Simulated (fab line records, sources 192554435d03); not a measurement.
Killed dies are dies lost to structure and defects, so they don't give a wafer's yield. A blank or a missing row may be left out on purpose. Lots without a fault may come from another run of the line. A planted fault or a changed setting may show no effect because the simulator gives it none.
Chamber matching | flow n5_finfet | N5_BEOL_M1_ALD_84 on ald_metal-04: 4 sister chambers
The step deposits TaN, pulse time 2 s, purge time 3 s, co reactant purge time 2 s. 4 wafers are shown with their chamber, then 9 later ones without.

WAFERS WITH THEIR CHAMBER
wafer  | chamber | heater_power_w (W)
L079.6 | 0       | 434
L085.2 | 3       | 350
L085.4 | 1       | 454
L085.6 | 2       | 354

WAFERS WITHOUT THEIR CHAMBER
wafer  | heater_power_w (W)
L095.2 | 439
L095.5 | 341
L095.6 | 449
L092.2 | 446
L092.4 | 357
L092.6 | 450
L097.1 | 451
L097.3 | 353
L097.6 | 433

WHICH CHAMBER EACH WENT THROUGH
wafer  | from the rows above     | in truth
L095.2 | can't be placed: 0 or 1 | 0
L095.5 | can't be placed: 3 or 2 | 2
L095.6 | can't be placed: 1 or 0 | 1
L092.2 | can't be placed: 1 or 0 | 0
L092.4 | can't be placed: 2 or 3 | 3
L092.6 | 1                       | 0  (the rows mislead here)
L097.1 | 1                       | 1
L097.3 | can't be placed: 2 or 3 | 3
L097.6 | 0                       | 0
Placed correctly: 2 of 9. Can't be placed from these rows: 6 (the true chamber is among the candidates in 6). Placed wrongly: 1.
How it was worked out, from the rows above alone: a wafer's distance from a chamber is the root of the sum, over the readings, of the square of ((its reading less the chamber's mean) divided by the reading's scatter). The wafer belongs to the nearest chamber; if the next one is less than 2 further off, it can't be placed. A chamber's mean is the mean of its shown wafers. The scatter: with one shown wafer a chamber, the root of the mean of the squares of how far each hidden wafer lies from its nearest shown one.
